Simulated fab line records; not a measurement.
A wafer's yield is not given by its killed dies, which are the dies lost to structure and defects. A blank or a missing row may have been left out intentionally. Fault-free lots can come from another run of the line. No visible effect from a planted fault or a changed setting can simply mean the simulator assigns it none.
Struck lot and sound lot, side by side + flow n5-finfet + 37 steps out of a route of 1938
Sound: these wafers, L266.2, L266.3, L266.4. The struck wafers were L258.2, L258.4, L258.6. The cause comes at the end.
Per side, at each step with rows, come the tool, then ch with its chambers, and then its first start. Under that, the readings that differ: sound wafers + struck wafers + difference of the means + sigmas: that difference in standard deviations of wafers without a fault.
alike: a reading whose means differ by less than 2 such deviations, as well as words and numbers matching on both sides. not compared: withheld readings; readings where some wafer has no value; bounds like >300 that might hide an equal value; numbers whose values overlap and for which the record gives no deviation.
The two part at a step that has a row with sigmas, a row that says differs or no value, or rows on one side only. Non-overlapping numbers with no deviation appear without sigmas and do not part them. Lack of a reading on every wafer of one side parts them only where that side has two or more wafers.

first, 9 steps without rows for these wafers: N5_WELL_APT_SOFTBAKE_20 (time 60 s); N5_WELL_APT_EXPOSE_22 (exposes mask PWELL, defocus 0 nm, target cd 200 nm); N5_WELL_APT_PEB_23 (peb time 90 s); N5_WELL_APT_DEVELOP_24 (develop time 45 s); N5_WELL_APT_HARDBAKE_29 (time 120 s); N5_WELL_APT_DESCUM_30 (chemistry O2, time 7.9 s); N5_WELL_APT_IMPLANT_31; N5_WELL_APT_IMPLANT_32; N5_WELL_APT_STRIP_33 (strips in SPM, time 900 s).
N5_WELL_APT_RTA_34: time 10 s.
  sound on rtp-anneal-01 ch 0, day 6 16:10; struck on rtp-anneal-02 ch 0, day 4 15:54
| reading             | sound                | struck               | difference | sigmas      |
|---------------------|----------------------|----------------------|------------|-------------|
| lamp-power-pct (%)  | 13.01 13.01 13.07    | 10.34 10.30 10.27    | -2.73      | -52         |
| lamp_zone_1_pct (%) | 12.996 12.994 12.993 | 10.258 10.281 10.259 | -2.728     | -97         |
| lamp_zone_2_pct (%) | 12.988 12.973 13.027 | 10.239 10.199 10.257 | -2.764     | -99         |
| lamp_zone_3_pct (%) | 12.957 13.019 12.959 | 10.265 10.221 10.243 | -2.735     | -99 or more |
| lamp_zone_4_pct (%) | 12.974 12.993 13.030 | 10.263 10.246 10.250 | -2.746     | -99 or more |
| lamp_zone_5_pct (%) | 13.026 13.010 13.032 | 10.265 10.279 10.221 | -2.768     | -99         |
| lamp_zone_6_pct (%) | 12.887 12.898 12.871 | 10.167 10.190 10.236 | -2.688     | -99 or more |
| lamp_zone_7_pct (%) | 13.463 13.417 13.466 | 10.596 10.614 10.601 | -2.845     | -98         |
  alike: anneal-temp-c-max, wafer_temp_C_max
then, 25 steps without rows for these wafers: N5_WELL_APT_OXIDE_STRIP_42 (strips SiO2 in dHF, time 45 s, target depth 12 nm); N5_WELL_APT_PRECLEAN_36 (cleans in O3/DIW, time 45 s); N5_WELL_APT_PRECLEAN_39 (cleans in dHF, time 60 s); N5_WELL_APT_SRD_37 (time 30 s); N5_WELL_APT_EPI_41 (deposits Si from SiH4/H2, target thk 50 nm, time 297.7 s); N5_PMOS_HMC_CHANNEL_EPI_HM_DEP_34 (deposits SiO2 from TEOS/O2, target thk 36 nm, time 6.9 s); N5_PMOS_HMC_CHANNEL_EPI_COAT_31 (time 60 s, resist thk 66 nm); N5_PMOS_HMC_CHANNEL_EPI_COAT_03 (resist thk 205 nm); N5_PMOS_HMC_CHANNEL_EPI_EBR_05; N5_PMOS_HMC_CHANNEL_EPI_SOFTBAKE_04 (time 60 s); N5_PMOS_HMC_CHANNEL_EPI_EXPOSE_06 (exposes mask PMOS HMC BLK, target cd 240 nm); N5_PMOS_HMC_CHANNEL_EPI_PEB_07 (peb time 60 s); N5_PMOS_HMC_CHANNEL_EPI_DEVELOP_08 (develop time 30 s); N5_PMOS_HMC_CHANNEL_EPI_DESCUM_14 (chemistry O2, time 7.9 s); N5_PMOS_HMC_CHANNEL_EPI_ETCH_32 (etches BARC in N2/H2, stops on SiO2, target depth 85.8 nm, time 50.3 s); N5_PMOS_HMC_CHANNEL_EPI_HM_OPEN_15 (chemistry CHF3/O2, target SiO2, target depth 40.6 nm, time 20.3 s); N5_PMOS_HMC_CHANNEL_EPI_STRIP_33 (strips in N2/H2); N5_PMOS_HMC_CHANNEL_EPI_STRIP_17 (strips in SPM, time 750 s); N5_PMOS_HMC_CHANNEL_EPI_ETCH_38 (etches SiO2 in CF4, target depth 1.5 nm); N5_PMOS_HMC_CHANNEL_EPI_FIN_RECESS_16 (chemistry HBr/Cl2, target Si, target depth 54 nm, time 18 s); N5_PMOS_HMC_CHANNEL_EPI_PRECLEAN_36 (cleans in O3/DIW, time 45 s); N5_PMOS_HMC_CHANNEL_EPI_PRECLEAN_18 (cleans in DHF, time 30 s); N5_PMOS_HMC_CHANNEL_EPI_SRD_19 (time 30 s); N5_PMOS_HMC_CHANNEL_EPI_EPI_20 (deposits SiGe30, target thk 59 nm); N5_PMOS_HMC_CHANNEL_EPI_HM_STRIP_35 (strips SiO2 in dHF, material SiO2, target depth 39.6 nm, time 216 s).
-- a jump in the record: the struck wafers' starts before and after are 7 days apart (it breaks off in module PMOS_HMC_CHANNEL_EPI and resumes in module BEOL_M4, where the first step shown is number 1111 of the route) --
N5_BEOL_M4_RC_MEAS_101:
  sound on prober-02 ch 0, day 12 23:08; struck on prober-01 ch 0, day 11 08:14
| reading             | sound                      | struck                     | difference | sigmas |
|---------------------|----------------------------|----------------------------|------------|--------|
| IOFF_N_LONG (nA/um) | 5.53e-05 5.64e-05 5.54e-05 | 8.66e-05 8.51e-05 8.86e-05 | +3.11e-05  | +11    |
| IOFF_P_LONG (nA/um) | 9.9e-05 9.3e-05 0.000104   | 0.000127 0.000127 0.000134 | +0.000031  | +4     |
| RS_PWELL (ohm/sq)   | 3008 3012 2982             | 2905 2958 2920             | -73        | -3     |
  alike: DIBL_N, DIBL_P, IOFF_N, IOFF_P, ION_N, ION_P, SS_N, SS_P, VT_N, VT_P
-- here the record skips 5 days between the struck wafers' starts before and after, leaving off in module BEOL_M4 and picking up in module PASSIVATION (first step shown: number 1936 of the route) --
N5_PASSIVATION_PROBE_49:
  sound on prober-02 at day 17 12:36; struck on prober-02 at day 15 21:17
  alike: defect-limited-yield, killed_at_M0_to_M3, killed_at_M4_up, killed-at-contacts, killed-at-front-end, killed-at-other, killed-dies, killed-on-rim, killed-open, killed-short, sort_bin_5_function, sort_bin_6_memory, sort-n-pass, sort-yield-pct
  not compared: sort_bin_8_speed

WHERE THEY PART
Last at N5_BEOL_M4_RC_MEAS_101 as far as this record goes, first at N5_WELL_APT_RTA_34. Later steps at which nothing parts them and some readings are alike: N5_PASSIVATION_PROBE_49.

WHY: what had been put in by the simulator
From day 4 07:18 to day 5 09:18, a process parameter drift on rtp-anneal-02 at N5_WELL_APT_RTA_34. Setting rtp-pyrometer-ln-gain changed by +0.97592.
